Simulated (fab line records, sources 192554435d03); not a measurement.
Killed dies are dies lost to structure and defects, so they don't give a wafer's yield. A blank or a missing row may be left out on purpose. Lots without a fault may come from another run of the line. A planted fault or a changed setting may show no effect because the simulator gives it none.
fab line records | flow n5_finfet
record lots=5 wafers=15 last_day=17
route steps=1938 shown SD_ACTIVATION@330 ILD0@335 SDB@347
lots that met no fault: from a run of the same line without faults
start_h: hours from the record's first day to the start of the lot's first wafer shown | wait_h: hours since the lot's step before | " the same as in the row above | L1.1+2: a row that stands for several wafers | - no value, or no start given | * or withheld: withheld | < > ~ a bound
route shown NAME@n: a module of which the file shows steps, and the number in the route of the first | usual: mean/standard deviation of fault-free wafers | same: alike in all rows | chamber/n: place in a boat | sites: the reading at each site | _std_site: their standard deviation | _edge_site: outer sites' mean less inner sites' | radius_mm: how far each site lies from the wafer's centre | mask NAME#n: copy n | behind: the tool/chamber that last shaped the wafer | hold: why the lot was held/for how many hours/how that ended | device: the transistor (n, p or np) that didn't switch | end of line: the same wafers' tests at the end of the route | a step without rows: its recipe alone | killed: dies lost to structure and defects at the first sort, not the wafer's yield | map: a wafer's dies, x killed, . not, _ none there
set.NAME: the setting as run; set.NAME@STEP: as run at that earlier step | model.NAME: the simulator's own value behind a step, which no gauge read
lots at some steps of the route; a table a step, a row a wafer
services: from which hour (start_h, from the record's first day; less than 0 if before it) a tool's chamber was out of use, for how many hours, and why
## steps
# step N5_SD_ACTIVATION_RTA_00
# recipe temp_c=975 time_s=0 ambient=N2 idle_temp_c=600 ramp_up_c_per_s=150 ramp_down_c_per_s=60 cool_to_c=600
# usual lamp_power_pct=8.96/0.051 lamp_zone_2_pct=8.953/0.023 lamp_zone_7_pct=9.352/0.026 wafer_temp_C_max=975.3/1.7
# columns lot.wafer tool chamber start_h wait_h lamp_power_pct lamp_zone_2_pct lamp_zone_7_pct wafer_temp_C_max
L081.1 rtp_anneal-02 0 99.78 0.3 8.97 8.964 9.301 975.9
L081.2 " 0 " " 8.93 8.949 9.352 976.2
L081.3 " 0 " " 8.95 8.984 9.399 978.5
L082.1 rtp_anneal-02 0 105.55 0.0 9.01 8.961 9.331 974.3
L082.4 " 0 " " 9.01 8.947 9.409 973.1
L082.5 " 0 " " 9.00 8.939 9.351 974.1
L085.1 rtp_anneal-02 0 125.86 0.2 9.02 8.954 9.360 973.6
L085.5 " 0 " " 8.91 8.966 9.333 973.8
L085.6 " 0 " " 8.88 8.986 9.364 972.7
L086.1 rtp_anneal-01 0 130.91 0.0 8.95 8.955 9.351 977.3
L086.4 " 0 " " 8.94 8.988 9.369 974.3
L086.6 " 0 " " 8.99 8.952 9.356 975.7
L093.1 rtp_anneal-01 0 176.60 0.0 8.99 8.921 9.347 975.3
L093.2 " 0 " " 8.93 8.951 9.361 975.3
L093.5 " 0 " " 8.97 8.925 9.339 974.3
# step N5_SD_ACTIVATION_LSA_01
# recipe temp_c=1080 time_s=0.0008 ambient=N2
# usual wafer_temp_C_max=1084.4/1
# columns lot.wafer tool chamber start_h wait_h wafer_temp_C_max
L081.1 laser_anneal-02 0 99.98 0.2 1084.7
L081.2 " 0 " " 1083.3
L081.3 " 0 " " 1086.5
L082.1 laser_anneal-01 0 105.75 0.2 1085.7
L082.4 " 0 " " 1084.2
L082.5 " 0 " " 1085.0
L085.1 laser_anneal-01 0 126.06 0.2 1084.2
L085.5 " 0 " " 1088.8
L085.6 " 0 " " 1084.8
L086.1 laser_anneal-02 0 131.11 0.2 1084.2
L086.4 " 0 " " 1084.2
L086.6 " 0 " " 1085.8
L093.1 laser_anneal-01 0 176.80 0.2 1084.2
L093.2 " 0 " " 1083.4
L093.5 " 0 " " 1083.2
# step N5_SD_ACTIVATION_RS_MEAS_03
# recipe thk_meas_gauge=four-point-probe
# usual RS_SD_N=21.87/0.27 RS_SD_P=56.4/0.8
# columns lot.wafer tool chamber start_h wait_h RS_SD_N[ohm/sq] RS_SD_P[ohm/sq]
L081.1 film_metro-01 - 100.20 0.2 21.80 56.3
L081.2 " - " " 21.85 56.1
L081.3 " - " " 21.52 56.9
L082.1 film_metro-02 - 105.95 0.2 21.99 56.5
L082.4 " - " " 22.15 57.0
L082.5 " - " " 22.14 57.2
L085.1 film_metro-01 - 126.26 0.2 22.10 56.2
L085.5 " - " " 21.68 55.7
L085.6 " - " " 21.68 56.1
L086.1 film_metro-02 - 131.31 0.2 21.81 57.5
L086.4 " - " " 21.70 57.4
L086.6 " - " " 21.59 57.5
L093.1 film_metro-01 - 177.00 0.2 21.62 58.0
L093.2 " - " " 21.93 57.5
L093.5 " - " " 22.14 57.8
# step N5_SD_ACTIVATION_INSPECT_02
# recipe inspect_instrument=darkfield mode=post_anneal
# usual raw_defect_count=162/35
# columns lot.wafer tool chamber start_h wait_h raw_defect_count
L081.1 defect_inspect-01 - 100.52 0.2 202
L081.2 " - " " 230
L081.3 " - " " 168
L082.1 defect_inspect-01 - 106.27 0.2 134
L082.4 " - " " 151
L082.5 " - " " 155
L085.1 defect_inspect-01 - 126.58 0.2 164
L085.5 " - " " 156
L085.6 " - " " 124
L086.1 defect_inspect-02 - 131.63 0.2 162
L086.4 " - " " 151
L086.6 " - " " 153
L093.1 defect_inspect-01 - 177.32 0.2 199
L093.2 " - " " 195
L093.5 " - " " 224
# step N5_ILD0_LINER_00
# recipe material=SiNx target_thk_a=40 temp_c=400 ald_precursor_family=SiH2I2 ald_co_reactant=N2/H2-plasma pulse_time_s=1 purge_time_s=2 co_reactant_purge_time_s=2 ald_cycles=80 pressure_torr=2
# usual chamber_pressure_Torr=2.001/0.0044 heater_power_w=835/82 precursor_pulse_height_rel=1.001/0.02
# same pulse_time_s=1
# columns lot.wafer tool chamber start_h wait_h chamber_pressure_Torr heater_power_w precursor_pulse_height_rel
L081.1 ald_sin-04 1 100.71 0.2 2.007 983 1.008
L081.2 " 0 " " 2.001 749 0.994
L081.3 " 3 " " 1.994 856 0.981
L082.1 ald_sin-02 0 106.31 0.0 1.995 741 1.001
L082.4 " 1 " " 2.002 856 0.980
L082.5 " 3 " " 2.000 736 0.987
L085.1 ald_sin-02 1 126.73 0.1 1.998 859 1.032
L085.5 " 3 " " 1.996 759 0.986
L085.6 " 2 " " 2.003 841 1.042
L086.1 ald_sin-02 3 131.67 0.0 1.997 725 0.978
L086.4 " 1 " " 1.997 881 1.040
L086.6 " 0 " " 2.004 729 0.995
L093.1 ald_sin-02 2 177.44 0.1 1.997 883 1.017
L093.2 " 1 " " 1.997 881 1.021
L093.5 " 3 " " 1.997 730 0.959
# step N5_ILD0_FCVD_FILL_01
# recipe material=SiO2_flowable target_thk_a=2000 temp_c=100 pressure_torr=0.8 rf_w=2000 time_s=328.3
# usual chamber_pressure_Torr=0.7999/0.0018
# columns lot.wafer tool chamber start_h wait_h chamber_pressure_Torr
L081.1 fcvd-02 1 101.13 0.2 0.7991
L081.2 " 0 " " 0.8027
L081.3 " 1 " " 0.8000
L082.1 fcvd-02 0 106.72 0.2 0.8029
L082.4 " 1 " " 0.7972
L082.5 " 1 " " 0.7981
L085.1 fcvd-01 0 127.15 0.2 0.8030
L085.5 " 1 " " 0.7969
L085.6 " 0 " " 0.8012
L086.1 fcvd-01 1 132.09 0.2 0.8005
L086.4 " 1 " " 0.8023
L086.6 " 1 " " 0.7991
L093.1 fcvd-01 0 177.85 0.2 0.7990
L093.2 " 1 " " 0.8015
L093.5 " 1 " " 0.7995
# step N5_ILD0_CURE_02
# recipe temp_c=450 time_s=1800 ambient=steam idle_temp_c=400 ramp_up_c_per_min=5 ramp_down_c_per_min=3 densification_p_h2o_torr=640
# usual tube_center_temp_C_max=451.17/0.2 zone_power_lower_pct=5.23/0.081
# columns lot.wafer tool chamber start_h wait_h tube_center_temp_C_max zone_power_lower_pct
L081.1 furnace-03 0 101.63 0.4 450.89 5.13
L081.2 " 0 " " 451.35 5.12
L081.3 " 0 " " 451.03 5.12
L082.1 furnace-02 0 107.12 0.3 451.11 5.26
L082.4 " 0 " " 451.23 5.13
L082.5 " 0 " " 451.49 5.36
L085.1 furnace-03 0 127.54 0.3 451.37 5.18
L085.5 " 0 " " 451.12 5.26
L085.6 " 0 " " 451.28 5.24
L086.1 furnace-02 0 132.48 0.3 450.80 5.23
L086.4 " 0 " " 451.01 5.22
L086.6 " 0 " " 451.13 5.18
L093.1 furnace-01 0 178.25 0.3 451.21 5.22
L093.2 " 0 " " 451.34 5.22
L093.5 " 0 " " 451.03 5.43
# step N5_ILD0_CMP_03
# recipe stop_on=SiNx t_overpolish_s=1.9 post_cmp_clean=alkaline_brush down_force_psi=4.1491 platen_rpm=51.796 pad_velocity_m_s=1.0306 target_thk_nm=197.38
# usual motor_current_A=12.1/0.78 overpolish_run_s=1.900/0.0092 time_to_endpoint_s=74/3.8
# columns lot.wafer tool chamber start_h wait_h motor_current_A overpolish_run_s time_to_endpoint_s
L081.1 cmp-03 1 103.24 0.1 12.0 1.899 71
L081.3 " 2 " " 12.4 1.899 75
L081.2 " 3 " " 12.9 1.903 72
L082.4 cmp-03 2 108.75 0.1 12.2 1.899 70
L082.1 " 3 " " 12.4 1.911 72
L082.5 " 1 " " 12.4 1.903 67
L085.1 cmp-01 3 129.15 0.1 12.2 1.888 82
L085.5 " 2 " " 11.6 1.892 78
L085.6 " 3 " " 11.8 1.905 82
L086.1 cmp-01 2 134.09 0.1 10.6 1.895 70
L086.4 " 0 " " 11.8 1.910 67
L086.6 " 2 " " 10.5 1.911 70
L093.1 cmp-03 2 179.88 0.1 12.6 1.900 73
L093.2 " 3 " " 12.4 1.913 74
L093.5 " 1 " " 12.2 1.906 75
# step N5_ILD0_THK_MEAS_04
# usual thk_nm=197.8/0.99
# columns lot.wafer tool chamber start_h wait_h thk_nm
L081.1 film_metro-02 - 103.50 - 198.1
L081.2 " - " " 198.8
L081.3 " - " " 199.5
L082.1 film_metro-01 - 108.97 - 198.5
L082.4 " - " " 198.3
L082.5 " - " " 197.2
L085.1 film_metro-02 - 129.40 - 195.9
L085.5 " - " " 195.5
L085.6 " - " " 197.5
L086.1 film_metro-01 - 134.34 - 196.3
L086.4 " - " " 197.8
L086.6 " - " " 196.1
L093.1 film_metro-01 - 180.10 - 197.8
L093.2 " - " " 197.6
L093.5 " - " " 197.6
# step N5_ILD0_CMP_07
# recipe stop_on=poly-Si material=SiO2_flowable t_overpolish_s=1.18 post_cmp_clean=alkaline_brush down_force_psi=4.1491 platen_rpm=51.796 pad_velocity_m_s=1.0306 target_thk_nm=138.88
# usual motor_current_A=12.1/0.72
# columns lot.wafer tool chamber start_h wait_h motor_current_A
L081.2 cmp-01 0 103.53 0.0 12.3
L081.3 " 1 " " 13.5
L081.1 " 3 " " 11.8
L082.4 cmp-03 0 109.04 0.1 11.5
L082.1 " 2 " " 12.5
L082.5 " 3 " " 11.9
L085.1 cmp-04 3 129.55 0.1 12.9
L085.5 " 0 " " 12.2
L085.6 " 1 " " 12.4
L086.4 cmp-04 2 134.41 0.1 13.2
L086.1 " 0 " " 11.6
L086.6 " 1 " " 12.7
L093.2 cmp-01 3 180.13 0.0 12.0
L093.1 " 0 " " 12.0
L093.5 " 3 " " 11.8
# step N5_ILD0_THK_MEAS_08
# usual thk_nm=139.4/1.1
# columns lot.wafer tool chamber start_h wait_h thk_nm
L081.1 film_metro-02 - 103.82 - 139.9
L081.2 " - " " 138.9
L081.3 " - " " 137.3
L082.1 film_metro-02 - 109.29 - 138.4
L082.4 " - " " 138.6
L082.5 " - " " 139.0
L085.1 film_metro-01 - 129.73 - 141.3
L085.5 " - " " 141.3
L085.6 " - " " 140.0
L086.1 film_metro-02 - 134.67 - 141.7
L086.4 " - " " 140.4
L086.6 " - " " 141.1
L093.1 film_metro-01 - 180.42 - 137.6
L093.2 " - " " 138.0
L093.5 " - " " 138.7
# step N5_ILD0_PRECLEAN_10
# recipe chemistry=NF3:NH3 afs_cycles=5 time_s=20 temp_c=30 sublimation_temp_c=180 sublimation_time_s=60 pressure_torr=3 rf_power_w=30
# usual pressure_torr=2.999/0.006
# same sublimation_time_s=60
# columns lot.wafer tool chamber start_h wait_h pressure_torr
L081.1 remote_plasma-01 0 103.86 0.0 3.005
L081.2 " 0 " " 2.992
L081.3 " 0 " " 2.996
L082.1 remote_plasma-02 0 109.33 0.0 3.005
L082.4 " 0 " " 3.001
L082.5 " 0 " " 3.004
L085.1 remote_plasma-01 0 129.76 0.0 2.994
L085.5 " 0 " " 2.994
L085.6 " 0 " " 3.000
L086.1 remote_plasma-02 1 134.71 0.0 2.997
L086.4 " 1 " " 2.996
L086.6 " 1 " " 2.989
L093.1 remote_plasma-01 1 180.46 0.0 2.989
L093.2 " 1 " " 2.990
L093.5 " 1 " " 2.992
# step N5_ILD0_ALD_15
# recipe material=SiNx target_thk_a=240 temp_c=400 ald_precursor_family=SiH2I2 ald_co_reactant=N2/H2-plasma pulse_time_s=1 ald_cycles=480 purge_time_s=2 co_reactant_purge_time_s=2 pressure_torr=2
# usual chamber_pressure_Torr=2.000/0.0046 heater_power_w=833/83 precursor_pulse_height_rel=1.003/0.019
# same pulse_time_s=1
# columns lot.wafer tool chamber start_h wait_h chamber_pressure_Torr heater_power_w precursor_pulse_height_rel
L081.1 ald_sin-01 3 105.20 1.1 1.998 871 0.997
L081.2 " 0 " " 2.000 909 0.999
L081.3 " 1 " " 2.000 698 0.983
L082.1 ald_sin-01 3 110.01 0.6 2.001 893 1.017
L082.4 " 1 " " 1.999 684 0.982
L082.5 " 0 111.10 1.2 2.006 903 0.991
L085.1 ald_sin-04 3 131.11 1.1 1.999 882 1.044
L085.5 " 1 132.19 1.3 2.000 990 1.013
L085.6 " 2 " " 1.992 914 1.040
L086.1 ald_sin-04 3 136.89 2.1 1.996 879 1.032
L086.4 " 0 " " 1.997 751 1.002
L086.6 " 2 137.98 2.6 1.996 912 1.024
L093.1 ald_sin-02 1 182.32 1.7 2.004 857 0.978
L093.2 " 0 " " 1.997 729 1.007
L093.5 " 1 183.41 2.4 2.001 854 0.986
# step N5_ILD0_CMP_12
# recipe stop_on=poly-Si material=SiNx t_overpolish_s=6 post_cmp_clean=alkaline_brush down_force_psi=2.5 platen_rpm=51.8 pad_velocity_m_s=1.0307 target_thk_nm=17.67
# usual motor_current_A=9.0/0.51 overpolish_run_s=6.000/0.0091 time_to_endpoint_s=30.6/2.2
# columns lot.wafer tool chamber start_h wait_h motor_current_A overpolish_run_s time_to_endpoint_s
L081.2 cmp-04 1 107.40 1.1 8.7 5.997 34.5
L081.1 " 2 " " 9.7 5.985 33.4
L081.3 " 0 " " 8.5 5.984 31.9
L082.1 cmp-04 0 112.29 1.2 8.2 5.997 33.8
L082.4 " 1 " " 9.2 6.003 33.6
L082.5 " 2 " " 9.8 6.008 32.0
L085.1 cmp-04 0 133.34 1.2 8.7 5.998 32.6
L085.5 " 3 " " 9.2 6.000 30.1
L085.6 " 0 " " 8.6 6.013 31.9
L086.1 cmp-03 0 139.23 1.3 8.5 5.989 30.3
L086.4 " 1 " " 9.5 5.992 29.0
L086.6 " 0 " " 8.5 5.999 29.0
L093.1 cmp-01 1 184.60 1.2 9.4 5.991 27.4
L093.2 " 2 " " 7.8 6.000 24.5
L093.5 " 0 " " 8.6 6.000 24.8
# step N5_ILD0_THK_MEAS_13
# usual thk_nm=18.0/1
# columns lot.wafer tool chamber start_h wait_h thk_nm
L081.1 film_metro-02 - 107.69 - 19.8
L081.2 " - " " 18.6
L081.3 " - " " 19.2
L082.1 film_metro-02 - 112.50 - 18.2
L082.4 " - " " 18.6
L082.5 " - " " 19.6
L085.1 film_metro-02 - 133.60 - 18.9
L085.5 " - " " 18.7
L085.6 " - " " 18.6
L086.1 film_metro-01 - 139.49 - 18.8
L086.4 " - " " 18.4
L086.6 " - " " 18.6
L093.1 film_metro-01 - 184.82 - 16.0
L093.2 " - " " 17.1
L093.5 " - " " 17.0
# step N5_ILD0_INSPECT_06
# recipe inspect_instrument=darkfield mode=post_cmp
# usual raw_defect_count=36/20
# columns lot.wafer tool chamber start_h wait_h raw_defect_count
L081.1 defect_inspect-02 - 107.72 0.0 57
L081.2 " - " " 122
L081.3 " - " " 73
L082.1 defect_inspect-02 - 112.53 0.0 33
L082.4 " - " " 16
L082.5 " - " " 22
L085.1 defect_inspect-02 - 133.63 0.0 44
L085.5 " - " " 22
L085.6 " - " " 22
L086.1 defect_inspect-02 - 139.51 0.0 31
L086.4 " - " " 14
L086.6 " - " " 19
L093.1 defect_inspect-01 - 184.84 0.0 40
L093.2 " - " " 41
L093.5 " - " " 12
# step N5_SDB_HM_DEP_00
# recipe material=SiNx target_thk_a=400 temp_c=400 precursor=SiH4/NH3/N2 pressure_torr=1.5 rf_w=300 time_s=35.3
# usual chamber_pressure_Torr=1.500/0.0033 heater_power_w=840/89 showerhead_plenum_p_Torr=5.16/0.062 throttle_valve_pct=39.6/0.88
# columns lot.wafer tool chamber start_h wait_h chamber_pressure_Torr heater_power_w showerhead_plenum_p_Torr throttle_valve_pct
L081.1 pecvd-02 0 107.76 0.0 1.500 888 5.22 38.5
L081.2 " 1 " " 1.494 770 5.10 38.7
L081.3 " 2 " " 1.497 866 5.21 40.6
L082.1 pecvd-04 2 112.57 0.0 1.505 811 5.17 38.9
L082.4 " 2 " " 1.502 804 5.17 38.9
L082.5 " 1 " " 1.497 735 5.06 40.6
L085.1 pecvd-04 2 133.66 0.0 1.499 758 5.17 38.8
L085.5 " 2 " " 1.499 750 5.16 38.6
L085.6 " 0 " " 1.497 1127 5.18 39.1
L086.1 pecvd-04 2 139.55 0.0 1.505 905 5.17 38.9
L086.4 " 2 " " 1.501 923 5.17 39.0
L086.6 " 0 " " 1.497 1002 5.19 39.1
L093.1 pecvd-02 0 184.88 0.0 1.500 878 5.23 38.5
L093.2 " 2 " " 1.493 894 5.22 40.9
L093.5 " 0 " " 1.497 901 5.21 39.0
# step N5_SDB_COAT_03
# recipe resist=SOC temp_c=250 time_s=60 spin_rpm=1500 resist_thk_nm=100
# usual dispense_pressure_kPa=45.9/2.2 resist_line_temp_C=23.01/0.1
# columns lot.wafer tool chamber start_h wait_h dispense_pressure_kPa resist_line_temp_C
L081.1 litho_track-04 0 107.84 0.1 46.5 23.09
L081.2 " 0 " " 46.5 23.13
L081.3 " 0 " " 46.5 23.00
L082.1 litho_track-04 0 112.65 0.1 46.5 22.99
L082.4 " 0 " " 46.5 22.91
L082.5 " 0 " " 46.5 22.99
L085.1 litho_track-04 0 133.76 0.1 46.4 22.97
L085.5 " 0 " " 46.4 23.04
L085.6 " 0 " " 46.5 22.95
L086.1 litho_track-02 0 139.64 0.1 48.2 23.00
L086.4 " 0 " " 48.2 22.83
L086.6 " 0 " " 48.2 22.87
L093.1 litho_track-02 0 184.96 0.1 48.1 22.92
L093.2 " 0 " " 48.2 23.06
L093.5 " 0 " " 48.2 23.01
# step N5_SDB_COAT_04
# recipe resist=SiARC temp_c=220 time_s=60 spin_rpm=1500 resist_thk_nm=18
# usual dispense_pressure_kPa=45.8/2.2 resist_line_temp_C=22.99/0.1
# columns lot.wafer tool chamber start_h wait_h dispense_pressure_kPa resist_line_temp_C
L081.1 litho_track-04 0 - - 46.4 22.96
L081.2 " 0 " " 46.4 22.91
L081.3 " 0 " " 46.4 22.87
L082.1 litho_track-04 0 - - 46.4 23.11
L082.4 " 0 " " 46.4 23.06
L082.5 " 0 " " 46.4 22.88
L085.1 litho_track-04 0 - - 46.4 23.02
L085.5 " 0 " " 46.4 22.80
L085.6 " 0 " " 46.4 22.95
L086.1 litho_track-02 0 - - 48.1 22.86
L086.4 " 0 " " 48.2 22.93
L086.6 " 0 " " 48.2 23.12
L093.1 litho_track-02 0 - - 48.2 22.88
L093.2 " 0 " " 48.2 22.92
L093.5 " 0 " " 48.2 22.96
# step N5_SDB_COAT_05
# recipe resist=CAR-ArF spin_rpm=1500 resist_thk_nm=90
# usual dispense_pressure_kPa=45.9/2.2 resist_line_temp_C=23.02/0.11
# columns lot.wafer tool chamber start_h wait_h dispense_pressure_kPa resist_line_temp_C
L081.1 litho_track-04 0 - - 46.5 23.12
L081.2 " 0 " " 46.5 23.09
L081.3 " 0 " " 46.5 23.07
L082.1 litho_track-04 0 - - 46.4 22.96
L082.4 " 0 " " 46.5 22.96
L082.5 " 0 " " 46.5 22.87
L085.1 litho_track-04 0 - - 46.5 23.12
L085.5 " 0 " " 46.5 22.99
L085.6 " 0 " " 46.5 23.06
L086.1 litho_track-02 0 - - 48.2 22.87
L086.4 " 0 " " 48.2 23.13
L086.6 " 0 " " 48.2 22.97
L093.1 litho_track-02 0 - - 48.1 22.95
L093.2 " 0 " " 48.2 23.13
L093.5 " 0 " " 48.1 23.04
# step N5_SDB_EBR_07
# recipe solvent=PGMEA ebr_width_mm=1.5
# usual resist_line_temp_C=22.99/0.11
# columns lot.wafer tool chamber start_h wait_h resist_line_temp_C
L081.1 litho_track-04 0 - - 23.08
L081.2 " 0 " " 23.09
L081.3 " 0 " " 23.15
L082.1 litho_track-04 0 - - 22.94
L082.4 " 0 " " 23.03
L082.5 " 0 " " 22.81
L085.1 litho_track-04 0 - - 22.73
L085.5 " 0 " " 22.78
L085.6 " 0 " " 22.73
L086.1 litho_track-02 0 - - 22.88
L086.4 " 0 " " 22.84
L086.6 " 0 " " 22.90
L093.1 litho_track-02 0 - - 22.88
L093.2 " 0 " " 23.06
L093.5 " 0 " " 22.92
# step N5_SDB_SOFTBAKE_06
# recipe temp_c=110 time_s=60 resist=CAR-ArF
# usual resist_line_temp_C=23.04/0.11
# columns lot.wafer tool chamber start_h wait_h resist_line_temp_C
L081.1 litho_track-04 0 - - 23.10
L081.2 " 0 " " 22.87
L081.3 " 0 " " 23.15
L082.1 litho_track-04 0 - - 23.09
L082.4 " 0 " " 23.02
L082.5 " 0 " " 23.20
L085.1 litho_track-04 0 - - 23.21
L085.5 " 0 " " 23.06
L085.6 " 0 " " 23.13
L086.1 litho_track-02 0 - - 23.00
L086.4 " 0 " " 22.99
L086.6 " 0 " " 22.96
L093.1 litho_track-02 0 - - 23.04
L093.2 " 0 " " 23.07
L093.5 " 0 " " 22.97
# step N5_SDB_EXPOSE_08
# recipe mask_id=SDB na=1.35 source_shape=conventional sigma_outer=0.5 polarization=unpolarized dose_mj=49.6
# usual focus_offset_nm=0.0/0.51
# columns lot.wafer tool chamber start_h wait_h mask focus_offset_nm
L081.1 arfi_scanner-02 0 108.08 - SDB#0 0.6
L081.2 " 0 " " SDB#0 0.5
L081.3 " 0 " " SDB#0 -0.5
L082.1 arfi_scanner-03 0 112.89 - SDB#0 -0.3
L082.4 " 0 " " SDB#0 0.0
L082.5 " 0 " " SDB#0 -0.1
L085.1 arfi_scanner-03 0 134.00 - SDB#0 -0.4
L085.5 " 0 " " SDB#0 -0.4
L085.6 " 0 " " SDB#0 -0.2
L086.1 arfi_scanner-01 0 139.89 - SDB#0 -1.5
L086.4 " 0 " " SDB#0 -0.6
L086.6 " 0 " " SDB#0 -0.8
L093.1 arfi_scanner-02 0 185.20 - SDB#0 0.3
L093.2 " 0 " " SDB#0 -0.2
L093.5 " 0 " " SDB#0 -0.3
# step N5_SDB_PEB_09
# recipe peb_temp_c=withheld peb_time_s=60 resist=CAR-ArF
# usual resist_line_temp_C=22.98/0.1
# columns lot.wafer tool chamber start_h wait_h resist_line_temp_C
L081.1 litho_track-05 0 108.14 0.1 23.06
L081.2 " 0 " " 23.02
L081.3 " 0 " " 22.95
L082.1 litho_track-05 0 112.95 0.1 22.93
L082.4 " 0 " " 22.84
L082.5 " 0 " " 22.93
L085.1 litho_track-04 0 134.06 0.1 23.05
L085.5 " 0 " " 23.23
L085.6 " 0 " " 23.03
L086.1 litho_track-02 0 139.95 0.1 22.82
L086.4 " 0 " " 22.95
L086.6 " 0 " " 22.93
L093.1 litho_track-04 0 185.26 0.1 22.99
L093.2 " 0 " " 22.82
L093.5 " 0 " " 22.94
# step N5_SDB_DEVELOP_10
# recipe develop_time_s=30 developer=TMAH resist=CAR-ArF rinse_liquid=diw dry=air_spin dev_temp_c=23
# usual resist_line_temp_C=23.00/0.12
# columns lot.wafer tool chamber start_h wait_h resist_line_temp_C
L081.1 litho_track-05 0 - - 23.22
L081.2 " 0 " " 23.09
L081.3 " 0 " " 23.07
L082.1 litho_track-05 0 - - 22.95
L082.4 " 0 " " 23.10
L082.5 " 0 " " 23.02
L085.1 litho_track-04 0 - - 23.08
L085.5 " 0 " " 23.02
L085.6 " 0 " " 23.14
L086.1 litho_track-02 0 - - 23.04
L086.4 " 0 " " 22.95
L086.6 " 0 " " 23.07
L093.1 litho_track-04 0 - - 23.05
L093.2 " 0 " " 22.87
L093.5 " 0 " " 23.09
# step N5_SDB_CD_MEAS_11
# recipe target_cd_nm=50 landing_energy_ev=500 detector=se_inlens polarity=opening
# usual cd_nm=50.4/0.95
# columns lot.wafer tool chamber start_h wait_h cd_nm
L081.1 cd_sem-03 0 108.21 - 49.5
L081.2 " 0 " " 50.0
L081.3 " 0 " " 50.4
L082.1 cd_sem-01 0 113.02 - 49.2
L082.4 " 0 " " 50.8
L082.5 " 0 " " 50.5
L085.1 cd_sem-02 0 134.13 - 51.1
L085.5 " 0 " " 51.6
L085.6 " 0 " " 52.5
L086.1 cd_sem-02 0 140.01 - 52.0
L086.4 " 0 " " 50.7
L086.6 " 0 " " 51.1
L093.1 cd_sem-03 0 185.33 - 48.3
L093.2 " 0 " " 49.1
L093.5 " 0 " " 48.6
# step N5_SDB_OVL_MEAS_12
# recipe points_per_wafer=44
# usual SDB_OVL=0.2/0.53
# columns lot.wafer tool chamber start_h wait_h SDB_OVL[nm]
L081.1 overlay-02 0 108.24 0.0 0.1
L081.2 " 0 " " 0.0
L081.3 " 0 " " 0.1
L082.1 overlay-02 0 113.05 0.0 0.9
L082.4 " 0 " " 0.3
L082.5 " 0 " " -0.2
L085.1 overlay-02 0 134.16 0.0 0.1
L085.5 " 0 " " 0.8
L085.6 " 0 " " 0.1
L086.1 overlay-01 0 140.04 0.0 -0.3
L086.4 " 0 " " 0.4
L086.6 " 0 " " 0.5
L093.1 overlay-02 0 185.36 0.0 -0.7
L093.2 " 0 " " 0.8
L093.5 " 0 " " 0.0
# step N5_SDB_INSPECT_13
# recipe mode=adi inspect_instrument=brightfield
# usual raw_defect_count=64/27
# columns lot.wafer tool chamber start_h wait_h raw_defect_count
L081.1 defect_inspect-02 - 108.26 0.0 48
L081.2 " - " " 103
L081.3 " - " " 63
L082.1 defect_inspect-02 - 113.07 0.0 76
L082.4 " - " " 48
L082.5 " - " " 100
L085.1 defect_inspect-01 - 134.18 0.0 60
L085.5 " - " " 74
L085.6 " - " " 110
L086.1 defect_inspect-02 - 140.07 0.0 71
L086.4 " - " " 50
L086.6 " - " " 85
L093.1 defect_inspect-02 - 185.38 0.0 79
L093.2 " - " " 96
L093.5 " - " " 31
# step N5_SDB_DESCUM_16
# recipe chemistry=O2 time_s=7.9 source_power_w=50 bias_power_w=20 pressure_mtorr=20 rf_frequency_hz=2.712e+07 temp_c=40 resist=CAR-ArF o2_flow_sccm=225
# usual drypump_motor_current_A=5.6/0.57 oes_product_au=0.82/0.096 rf_vpp_V=243.4/1.3 showerhead_plenum_p_Torr=2.10/0.06 throttle_valve_pct=20.37/0.21
# columns lot.wafer tool chamber start_h wait_h drypump_motor_current_A oes_product_au rf_hours_counter_h rf_vpp_V showerhead_plenum_p_Torr throttle_valve_pct
L081.1 rie_diel-06 0 108.34 0.1 5.8 0.73 178 242.3 2.07 20.27
L081.2 " 3 " " 5.0 0.72 198 244.1 2.08 20.54
L081.3 " 2 " " 6.1 0.89 16 242.1 2.05 20.34
L082.1 rie_diel-02 2 113.11 0.0 4.9 0.81 82 242.3 2.11 20.56
L082.4 " 1 " " 6.7 1.02 1 244.3 2.06 20.24
L082.5 " 1 " " 6.7 1.01 - 242.6 2.06 20.23
L085.1 rie_diel-02 3 134.49 0.3 5.9 0.91 27 243.1 2.22 20.15
L085.5 " 1 " " 6.7 0.96 - 242.4 2.06 20.25
L085.6 " 0 " " 5.0 0.67 - 241.2 1.97 20.66
L086.1 rie_diel-04 0 140.12 0.1 6.3 0.87 42 244.2 2.13 19.91
L086.4 " 2 " " 5.1 0.91 29 245.0 2.12 20.05
L086.6 " 2 " " 5.1 0.93 - 244.8 2.12 20.05
L093.1 rie_diel-06 2 185.42 0.0 6.1 0.86 44 241.5 2.05 20.37
L093.2 " 0 " " 5.8 0.71 207 243.1 2.06 20.32
L093.5 " 3 " " 5.0 0.71 - 242.4 2.07 20.61
## services
# columns tool chamber start_h hours kind
ald_sin-02 3 84.38 4.8 repair
cmp-01 - 86.56 0.9 repair
arfi_scanner-02 - 91.98 0.8 pm
arfi_scanner-03 - 92.94 1.3 repair
cmp-01 - 96.03 3.6 repair
furnace-02 - 101.16 2.6 repair
ald_sin-04 0 102.95 12.7 repair
laser_anneal-02 - 105.56 3.9 repair
ald_sin-02 3 122.06 3.6 repair
arfi_scanner-02 - 123.22 1.0 pm
arfi_scanner-03 - 124.19 0.8 pm
cmp-01 - 129.65 4.0 pm
ald_sin-02 - 134.01 14.6 pm
cmp-01 - 137.34 3.7 repair
cmp-04 - 145.72 5.4 pm
ald_sin-02 - 148.61 6.1 pm
rie_diel-06 - 153.59 1.2 repair
cmp-04 - 153.98 1.3 repair
laser_anneal-02 - 159.44 8.8 pm
cmp-01 - 167.41 5.2 pm
laser_anneal-01 - 172.11 1.9 repair
cmp-01 - 173.97 1.1 repair
remote_plasma-01 - 176.86 0.5 repair
ald_sin-04 0 179.12 45.6 repair
## key
fault none
